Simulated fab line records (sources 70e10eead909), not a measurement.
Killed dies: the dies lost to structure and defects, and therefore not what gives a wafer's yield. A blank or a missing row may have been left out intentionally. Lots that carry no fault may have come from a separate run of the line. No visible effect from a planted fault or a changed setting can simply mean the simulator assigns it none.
A lot that was struck, set against a sound lot | flow nand_harc | 14 out of 1159 route steps
Sound: wafers L316.3, L316.4, L316.6. Struck: wafers L325.2, L325.5, L325.6. The cause comes at the end.
At each step with rows: each side's tool, then ch and its chambers, then its first start. Under that, the readings that differ: sound wafers | struck wafers | difference of the means | sigmas: that difference in standard deviations of wafers without a fault.
alike: words and numbers the same on both sides, and readings whose means are apart by under 2 such deviations; not compared: readings that were withheld, readings missing a value for some wafer, numbers with overlapping values and no deviation given by the record, and bounds like >300 which may hide the same value.
Wherever a step has rows on one side only, a row that says differs or no value, or a row with sigmas, the two part there. Numbers that have no deviation but don't overlap get no sigmas and don't part them. A reading missing from all wafers of one side parts the sides only when that side holds two or more wafers.

first, 1 step without rows for these wafers: NHARC_A_CONTACT_ETCH_111 (etches the open film in C4F8/O2/Ar, time 140 s, target depth 700 nm).
NHARC_A_CONTACT_ETCH_112: etches the open film in C4F8/O2/Ar, time 94 s, target depth 922 nm.
  sound on har_cap_etch-01 ch 0,1, day 18 12:20; struck on har_cap_etch-01 ch 0,1, day 20 13:26
  alike: chamber_pressure_mTorr, oes_air_line_au
  not compared: rf_hours_counter_h
then, 2 steps without rows for these wafers: NHARC_A_CONTACT_ETCH_113 (etches the open film in C4F8/O2/Ar, time 94 s, target depth 922 nm); NHARC_A_CONTACT_ETCH_114 (etches the open film in C4F8/O2/Ar, time 94 s, target depth 922 nm).
NHARC_A_CONTACT_ETCH_115: etches the open film in C4F8/O2/Ar, time 94 s, target depth 922 nm.
  sound on har_cap_etch-01 ch 0,1, day 18 12:36; struck on har_cap_etch-01 ch 0,1, day 20 13:43
  alike: chamber_pressure_mTorr, oes_air_line_au
  not compared: rf_hours_counter_h
then, 1 step without rows for these wafers: NHARC_A_CONTACT_ETCH_116 (etches the open film in C4F8/O2/Ar, time 94 s, target depth 922 nm).
NHARC_A_CONTACT_ETCH_117: etches the open film in C4F8/O2/Ar, time 94 s, target depth 922 nm.
  sound on har_cap_etch-01 ch 0,1, day 18 12:47; struck on har_cap_etch-01 ch 0,1, day 20 13:54
  alike: chamber_pressure_mTorr, oes_air_line_au
  not compared: rf_hours_counter_h
NHARC_A_CONTACT_ETCH_118: etches the open film in C4F8/O2/Ar, time 94 s, target depth 922 nm.
  sound on har_cap_etch-01 ch 0,1, day 18 12:52; struck on har_cap_etch-01 ch 0,1, day 20 13:59
  alike: chamber_pressure_mTorr, oes_air_line_au
  not compared: rf_hours_counter_h
then, 1 step without rows for these wafers: NHARC_A_CONTACT_ETCH_119 (etches the open film in C4F8/O2/Ar, time 94 s, target depth 922 nm).
NHARC_A_CONTACT_ETCH_120: etches the open film in C4F8/O2/Ar, time 94 s, target depth 922 nm.
  sound on har_cap_etch-01 ch 0,1, day 18 13:03; struck on har_cap_etch-01 ch 0,1, day 20 14:10
  alike: chamber_pressure_mTorr, oes_air_line_au
  not compared: rf_hours_counter_h
then, 2 steps without rows for these wafers: NHARC_A_CONTACT_ETCH_121 (etches the open film in C4F8/O2/Ar, time 94 s, target depth 922 nm); NHARC_A_CONTACT_ETCH_122 (etches the open film in C4F8/O2/Ar, time 95 s, target depth 930 nm).
NHARC_A_CONTACT_ETCH_123: etches the open film in C4F8/O2/Ar, time 253 s, target depth 1090 nm.
  sound on har_cap_etch-01 ch 0,1, day 18 13:25; struck on har_cap_etch-01 ch 0,1, day 20 14:26
  no value came back on the struck wafers for chamber_pressure_mTorr (mTorr), oes_air_line_au (a.u.); on the sound wafers chamber_pressure_mTorr (mTorr) reads 20.013 20.013 19.945
  not compared: rf_hours_counter_h
then, 1 step without rows for these wafers: NHARC_A_CONTACT_ETCH_90 (etches the open film in CH3F/O2, target depth 40 nm, time 85.7 s).

## WHERE THEY PART
Only at NHARC_A_CONTACT_ETCH_123, within this record.

WHY: what had been put in by the simulator
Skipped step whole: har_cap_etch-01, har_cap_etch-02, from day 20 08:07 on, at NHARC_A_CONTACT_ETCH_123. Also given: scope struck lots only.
